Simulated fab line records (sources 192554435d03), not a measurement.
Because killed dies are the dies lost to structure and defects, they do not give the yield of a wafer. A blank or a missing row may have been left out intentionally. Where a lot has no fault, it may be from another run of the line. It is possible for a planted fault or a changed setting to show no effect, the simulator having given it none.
fab line records -- flow n5-finfet
record lots=4, wafers=12, last-day=16
route steps=1938 shown BEOL_M6@1206 PASSIVATION@1936
lots that met no fault: taken from a fault-free run of the same line
start-h: hours from the record's opening day to when the first of the lot's shown wafers began -- wait-h: how many hours have passed since the lot's step before this one -- " identical to the entry in the row above -- L1.1+2: a row that stands for several wafers -- - value missing, or start not given -- * or withheld: withheld -- < > ~ a bound
route shown NAME@n: names a module that has steps shown in the file, with the first one's number in the route -- usual: mean and standard deviation over wafers with no fault -- same: alike in all rows -- chamber/n: place in a boat -- sites: the reading at each site -- _std_site: their standard deviation -- _edge_site: the outer-site mean with the inner-site mean subtracted -- radius-mm: how far each site lies from the wafer's centre -- mask NAME#n: copy n -- behind: the last tool/chamber to shape the wafer -- hold: why the lot was held/for how many hours/how that ended -- device: transistor that didn't switch, given as n, p or np -- end of line: tests of these same wafers at the route's end -- for a step that has no rows: nothing shown but its recipe -- killed: not the wafer's yield, but the dies lost to structure and defects at the first sort -- map: the dies of a wafer, with x for killed, . for not killed, _ for no die there
set.NAME: setting as actually run; set.NAME@STEP: the setting as run at that earlier step -- model.NAME: the simulator's own value behind a step, which no gauge read
a table for each step, a row for each wafer; lots at some steps of the route
services: from which hour (start-h, from the record's first day; less than 0 if before it) a tool's chamber was out of use, for how many hours, and why
## steps
# step N5_BEOL_M6_DEVELOP_10
# recipe develop-time-s=30, developer=TMAH, resist=CAR-ArF, rinse-liquid=diw, dry=air-spin, dev-temp-c=23
# step N5_BEOL_M6_DESCUM_16
# recipe chemistry=O2, time-s=7.9, source-power-w=50, bias-power-w=20, pressure-mtorr=20, rf-frequency-hz=2.712e+07, temp-c=40, resist=CAR-ArF, o2-flow-sccm=225
# step N5_BEOL_M6_ETCH_61
# recipe chemistry=CF4, target=SiARC, target-depth-a=455, mask-material=CAR-ArF, time-s=75.8, ion-energy-ev=80, pressure-mtorr=40, source-w=545, bias-w=36, Ar_flow_sccm=100, cf4-flow-sccm=100, ends=cleared
# step N5_BEOL_M6_ETCH_62
# recipe chemistry=N2/H2, target=SOC, target-depth-a=1100, overetch-a=220, mask-material=SiARC, temp-c=40, time-s=165, ion-energy-ev=200, pressure-mtorr=30, source-w=840, bias-w=150, n2-flow-sccm=200, h2-flow-sccm=200
# step N5_BEOL_M6_STRIP_68
# recipe chemistry=N2/H2, temp-c=40, n2-flow-sccm=200, h2-flow-sccm=200, rf-frequency-hz=6e+07
# step N5_BEOL_M6_STRIP_67
# recipe chemistry=CF4, resist=SiARC, power-w=300, bias-power-w=75, pressure-mtorr=50, cf4-flow-sccm=150, rf-frequency-hz=6e+07
# step N5_BEOL_M6_HM_OPEN_17
# recipe chemistry=Cl2/BCl3, target-depth-a=200, overetch-a=60, target=TiN, mask-material=SOC, ion-energy-ev=150, pressure-mtorr=10, icp-w=1000, bias-w=126, Cl2_flow_sccm=53.25, bcl3-flow-sccm=21.75, Ar_flow_sccm=25
# step N5_BEOL_M6_STRIP_19
# recipe chemistry=O2, power-w=400, temp-c=40, pressure-mtorr=30, rf-frequency-hz=6e+07, bias-power-w=0, overash-fraction=0.2, o2-flow-sccm=225
# step N5_BEOL_M6_COAT_63
# recipe resist=SOC, temp-c=250, time-s=60, spin-rpm=1500, resist-thk-nm=60
# usual spin-speed-rpm=1499.9/0.89
lot.wafer,tool,chamber,start-h,wait-h,spin-speed-rpm,model.SOC_of_BEOL_M6_COAT_63.thk-nm
L345.2,litho-track-05,0,171.53,0.3,1499.0,59.8
L345.3,litho-track-05,0,171.53,0.3,1499.8,60
L345.5,litho-track-05,0,171.53,0.3,1499.4,60.2
L350.3,litho-track-05,0,202.53,0.0,1535.6,59.8
L350.5,litho-track-05,0,202.53,0.0,1534.9,59.8
L350.6,litho-track-05,0,202.53,0.0,1535.1,60
L351.1,litho-track-05,0,212.98,0.8,1535.2,59.8
L351.3,litho-track-05,0,212.98,0.8,1534.9,59.8
L351.6,litho-track-05,0,212.98,0.8,1535.7,59.8
L366.4,litho-track-01,0,309.41,4.7,1500.5,60.2
L366.5,litho-track-01,0,309.41,4.7,1498.0,60
L366.6,litho-track-01,0,309.41,4.7,1500.7,60
# step N5_BEOL_M6_COAT_64
# recipe resist=SiARC, temp-c=220, time-s=60, spin-rpm=1500, resist-thk-nm=12
# step N5_BEOL_M6_COAT_71
# recipe resist=underlayer, temp-c=205, time-s=60, spin-rpm=1500, resist-thk-nm=5
# step N5_BEOL_M6_COAT_22
# recipe resist=CAR-EUV, spin-rpm=1500, resist-thk-nm=30
# step N5_BEOL_M6_EBR_24
# recipe solvent=PGMEA, ebr-width-mm=1.5
# step N5_BEOL_M6_SOFTBAKE_23
# recipe temp-c=110, time-s=60, resist=CAR-EUV
# step N5_BEOL_M6_EXPOSE_25
# recipe mask-id=V5, na=0.33, source-shape=annular, sigma-inner=0.4, sigma-outer=0.8, polarization=unpolarized, target-cd-nm=40, dose-mj=45
# step N5_BEOL_M6_PEB_26
# recipe peb-temp-c=100, peb-time-s=60, resist=CAR-EUV
# step N5_BEOL_M6_DEVELOP_27
# recipe develop-time-s=30, developer=TMAH, resist=CAR-EUV, rinse-liquid=surfactant-rinse, dry=air-spin, dev-temp-c=23
# step N5_BEOL_M6_DESCUM_33
# recipe chemistry=O2, time-s=7, source-power-w=50, bias-power-w=20, pressure-mtorr=20, rf-frequency-hz=2.712e+07, temp-c=40, resist=CAR-EUV, o2-flow-sccm=225
# step N5_BEOL_M6_ETCH_72
# recipe chemistry=N2/H2, target=underlayer, target-depth-a=65, mask-material=CAR-EUV, time-s=5.2, ion-energy-ev=200, pressure-mtorr=30, source-w=840, bias-w=150, n2-flow-sccm=200, h2-flow-sccm=200, ends=cleared
# step N5_BEOL_M6_ETCH_65
# recipe chemistry=CF4, target=SiARC, target-depth-a=156, mask-material=CAR-EUV, time-s=26, ion-energy-ev=80, pressure-mtorr=40, source-w=545, bias-w=36, Ar_flow_sccm=100, cf4-flow-sccm=100, ends=cleared
# step N5_BEOL_M6_ETCH_66
# recipe chemistry=N2/H2, target=SOC, target-depth-a=800, overetch-a=160, mask-material=SiARC, temp-c=40, time-s=120, ion-energy-ev=200, pressure-mtorr=30, source-w=840, bias-w=150, n2-flow-sccm=200, h2-flow-sccm=200
# usual drypump-motor-current-A=5.6/0.49, n2-flow-sccm=200.0/0.6, oes-product-au=0.61/0.056, rf-vpp-V=523.6/2.6, showerhead-plenum-p-Torr=2.53/0.089, throttle-valve-pct=17.8/0.31
lot.wafer,tool,chamber,start-h,wait-h,drypump-motor-current-A,n2-flow-sccm,oes-product-au,rf-hours-counter-h,rf-vpp-V,showerhead-plenum-p-Torr,throttle-valve-pct,model.etch.depth-nm
L345.2,rie-diel-06,1,172.40,0.0,6.2,200.6,0.71,16,524.2,2.48,17.4,59.82
L345.3,rie-diel-06,2,172.40,0.0,5.6,200.8,0.54,209,526.7,2.63,18.4,59.98
L345.5,rie-diel-06,3,172.40,0.0,5.6,199.4,0.62,-,520.8,2.47,17.9,60.22
L350.3,rie-diel-02,3,203.00,0.0,6.1,199.8,0.71,12,523.2,2.48,17.6,59.71
L350.5,rie-diel-02,3,203.00,0.0,6.1,199.7,0.72,-,522.2,2.48,17.6,59.8
L350.6,rie-diel-02,2,203.00,0.0,5.8,200.6,0.66,-,525.5,2.61,17.8,59.99
L351.1,rie-diel-06,3,213.46,0.0,5.6,199.1,0.59,105,521.8,2.46,18.0,59.78
L351.3,rie-diel-06,1,213.46,0.0,6.3,200.0,0.68,31,522.9,2.48,17.4,59.87
L351.6,rie-diel-06,2,213.46,0.0,5.5,199.7,0.53,-,525.3,2.62,18.4,59.73
L366.4,rie-diel-06,2,310.04,0.0,5.6,200.2,0.52,249,525.8,2.61,18.4,60.14
L366.5,rie-diel-06,0,310.04,0.0,5.7,199.9,0.60,-,528.1,2.67,17.6,59.96
L366.6,rie-diel-06,3,310.04,0.0,5.6,199.6,0.58,-,520.2,2.45,18.0,60.09
# step N5_BEOL_M6_STRIP_69
# recipe chemistry=N2/H2, temp-c=40, n2-flow-sccm=200, h2-flow-sccm=200, rf-frequency-hz=6e+07
# step N5_BEOL_M6_STRIP_73
# recipe chemistry=N2/H2, temp-c=40, n2-flow-sccm=200, h2-flow-sccm=200, rf-frequency-hz=6e+07
# step N5_BEOL_M6_VIA_ETCH_34
# recipe chemistry=C4F6/O2, target=SiCOH_lowk, target-depth-a=1263, mask-material=SOC, taper-deg=4, time-s=50.9, ion-energy-ev=250, pressure-mtorr=30, source-w=345, bias-w=185, Ar_flow_sccm=300, C4F6_flow_sccm=10, O2_flow_sccm=10
# usual O2_flow_sccm=10.00/0.033, drypump-motor-current-A=5.6/0.49, oes-product-au=0.81/0.078, rf-vpp-V=661/13, showerhead-plenum-p-Torr=2.84/0.099, throttle-valve-pct=20.94/0.25
lot.wafer,tool,chamber,start-h,wait-h,O2_flow_sccm,drypump-motor-current-A,oes-product-au,rf-hours-counter-h,rf-vpp-V,showerhead-plenum-p-Torr,throttle-valve-pct,model.SOC_of_BEOL_M6_COAT_63.thk-nm
L345.2,rie-diel-06,1,172.50,0.0,9.98,6.3,0.96,16,667,2.79,20.58,53.4
L345.3,rie-diel-06,2,172.50,0.0,10.08,5.6,0.72,209,641,2.93,21.34,53.8
L345.5,rie-diel-06,3,172.50,0.0,9.96,5.6,0.82,-,654,2.76,21.02,53.8
L350.3,rie-diel-02,3,203.10,0.0,10.01,6.1,0.96,12,652,2.79,20.86,53.4
L350.5,rie-diel-02,3,203.10,0.0,9.99,6.1,0.96,-,653,2.79,20.85,53.4
L350.6,rie-diel-02,2,203.10,0.0,10.04,5.8,0.89,-,683,2.91,20.85,53.8
L351.1,rie-diel-06,3,213.56,0.0,10.03,5.6,0.79,105,653,2.76,21.04,53.6
L351.3,rie-diel-06,1,213.56,0.0,10.06,6.3,0.92,31,668,2.78,20.60,53.4
L351.6,rie-diel-06,2,213.56,0.0,10.06,5.6,0.70,-,641,2.93,21.37,53.6
L366.4,rie-diel-06,2,310.14,0.0,9.99,5.5,0.68,249,640,2.91,21.42,54
L366.5,rie-diel-06,0,310.14,0.0,9.96,5.7,0.81,-,659,3.00,20.85,53.6
L366.6,rie-diel-06,3,310.14,0.0,10.03,5.6,0.78,-,653,2.74,21.07,53.8
# step N5_BEOL_M6_STRIP_76
# recipe chemistry=C4F6/O2, resist=SiARC, rf-frequency-hz=6e+07
# step N5_PASSIVATION_PROBE_49
# usual defect-limited-yield=91.0/1.5, killed_at_M0_to_M3=34/11, killed_at_M4_up=14/5.3, killed-at-contacts=13/7, killed-at-front-end=41/13, killed-at-other=4/3.1, killed-dies=106/17, killed-open=70/12, killed-short=35/8, sort_bin_4_leakage=0.00/0.007, sort_bin_5_function=5.2/0.98, sort_bin_6_memory=3.4/0.69, sort-n-pass=1074/17, sort-yield-pct=91.0/1.5
# same gross-dies=1180, killed-at-back-side=0, sort_bin_8_speed[%]=0
lot.wafer,tool,chamber,start-h,wait-h,defect-limited-yield[%],killed_at_M0_to_M3,killed_at_M4_up,killed-at-contacts,killed-at-front-end,killed-at-other,killed-dies,killed-open,killed-short,sort_bin_4_leakage[%],sort_bin_5_function[%],sort_bin_6_memory[%],sort-n-pass,sort-yield-pct[%]
L350.3,prober-01,-,286.83,0.1,89.6,30,17,11,60,5,123,87,36,0,7.1,3.1,1057,89.6
L350.5,prober-01,-,286.93,0.2,92.5,36,7,9,36,1,89,57,31,0,3.3,4.0,1091,92.5
L350.6,prober-01,-,286.98,0.3,91.2,32,9,23,37,3,104,68,35,0,5.1,3.1,1076,91.2
L351.1,prober-01,-,292.73,0.0,90.9,40,16,15,30,6,107,74,32,0,5.9,2.7,1073,90.9
L351.3,prober-01,-,292.83,0.1,91.9,34,15,6,38,3,96,66,29,0,4.8,3.2,1084,91.9
L351.6,prober-01,-,292.98,0.3,94.2,34,8,6,20,1,69,47,22,0,3.2,2.2,1111,94.2
L366.4,prober-01,-,393.46,0.2,92.0,16,8,10,59,1,94,68,23,0,5.5,1.9,1086,92.0
L366.5,prober-01,-,393.51,0.2,88.0,57,15,6,60,4,142,83,57,0,6.8,4.8,1038,88.0
L366.6,prober-01,-,393.56,0.3,88.0,42,19,8,65,8,142,94,46,0,6.4,5.2,1038,88.0
# killed by level:class
L350.3 STI_FIN_REVEAL:geometric-particle:open=21 FIN_SAQP:geometric-particle:short=12 MOL_CONTACT_COAG:geometric-particle:open=11 FIN_SAQP:geometric-particle:open=9 BEOL_M2:geometric-particle:open=9 BEOL_M4:geometric-particle:open=8 BEOL_M0_SAQP:geometric-particle:open=5 BEOL_M0_SAQP:geometric-particle:short=5
L350.5 BEOL_M0_SAQP:geometric-particle:open=15 MOL_CONTACT_COAG:geometric-particle:open=8 BEOL_M0_SAQP:geometric-particle:short=8 FIN_SAQP:geometric-particle:short=6 STI_FIN_REVEAL:geometric-particle:open=6 BEOL_M2:geometric-particle:open=6 FIN_SAQP:geometric-particle:open=5 STARTING-WAFER:geometric-particle:short=4
L350.6 MOL_CONTACT_COAG:geometric-particle:open=17 STI_FIN_REVEAL:geometric-particle:open=12 BEOL_M0_SAQP:geometric-particle:open=9 BEOL_M0_SAQP:geometric-particle:short=7 BEOL_M2:geometric-particle:open=6 MOL_CONTACT_COAG:geometric-particle:short=5 BEOL_M2:geometric-particle:short=4 BEOL_M3:geometric-particle:open=4
L351.1 BEOL_M3:geometric-particle:open=13 BEOL_M0_SAQP:geometric-particle:open=11 MOL_CONTACT_COAG:geometric-particle:open=10 FIN_SAQP:geometric-particle:open=7 STI_FIN_REVEAL:geometric-particle:open=7 FIN_SAQP:geometric-particle:short=6 BEOL_M3:geometric-particle:short=6 MOL_CONTACT_COAG:geometric-particle:short=5
L351.3 BEOL_M3:geometric-particle:open=13 BEOL_M3:geometric-particle:short=10 STI_FIN_REVEAL:geometric-particle:open=9 FIN_SAQP:geometric-particle:open=6 GATE_CUT:geometric-particle:open=5 MOL_CONTACT_COAG:geometric-particle:open=5 STARTING-WAFER:geometric-particle:short=5 BEOL_M4:geometric-particle:open=5
L351.6 BEOL_M3:geometric-particle:open=10 MOL_CONTACT_COAG:geometric-particle:open=5 BEOL_M0_SAQP:geometric-particle:open=5 BEOL_M0:geometric-particle:open=5 BEOL_M3:geometric-particle:short=5 BEOL_M4:geometric-particle:open=4 BEOL_M2:geometric-particle:open=3 STARTING-WAFER:geometric-particle:open=3
L366.4 STI_FIN_REVEAL:geometric-particle:open=21 FIN_SAQP:geometric-particle:open=13 FIN_SAQP:geometric-particle:short=10 MOL_CONTACT_COAG:geometric-particle:open=9 STI_FIN_REVEAL:geometric-particle:short=5 BEOL_M0_SAQP:geometric-particle:open=4 DUMMY_GATE:geometric-particle:open=4 BEOL_M0_SAQP:geometric-particle:short=3
L366.5 FIN_SAQP:geometric-particle:short=13 STI_FIN_REVEAL:geometric-particle:open=13 BEOL_M3:geometric-particle:open=13 BEOL_M0_SAQP:geometric-particle:open=12 FIN_SAQP:geometric-particle:open=11 BEOL_M0_SAQP:geometric-particle:short=11 GATE_CUT:geometric-particle:open=7 BEOL_M2:geometric-particle:short=7
L366.6 STI_FIN_REVEAL:geometric-particle:open=19 BEOL_M4:geometric-particle:open=13 BEOL_M0_SAQP:geometric-particle:open=13 FIN_SAQP:geometric-particle:open=11 FIN_SAQP:geometric-particle:short=11 BEOL_M0_SAQP:geometric-particle:short=8 BEOL_M2:geometric-particle:open=8 MOL_CONTACT_COAG:geometric-particle:open=5
## services
tool,chamber,start-h,hours,kind
rie-diel-02,3,148.32,-,clean
rie-diel-02,3,148.32,-,consumable-replace:focus-ring
rie-diel-02,1,158.46,5.5,repair
litho-track-01,-,168.75,-,consumable-replace:filter
rie-diel-06,-,215.62,15.6,pm
rie-diel-02,2,235.45,2.4,repair
## key
first-sign step=N5_BEOL_M6_COAT_63, reading=spin-speed-rpm, direction=up, sigmas=40, usual=*, struck=*
effect none on later readings
model-effect step=N5_BEOL_M6_COAT_63, value=SOC_of_BEOL_M6_COAT_63.thk-nm, without=60.5, struck=59.83
model-effect step=N5_BEOL_M6_ETCH_66, value=etch.depth-nm, without=60.51, struck=59.82
model-effect step=N5_BEOL_M6_VIA_ETCH_34, value=SOC_of_BEOL_M6_COAT_63.thk-nm, without=54.23, struck=53.53
met-at N5_BEOL_M6_COAT_63
struck-wafers L350.3,L350.5,L350.6,L351.1,L351.3,L351.6
onset-between 171.53 202.53
fault kind=process-parameter-drift, tool=litho-track-05, chamber=-, onset-h=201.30, steps=N5_BEOL_M6_COAT_63, channel=spin-rpm, offset=*, shape=step, end-h=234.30, acts-in=*, stated=*
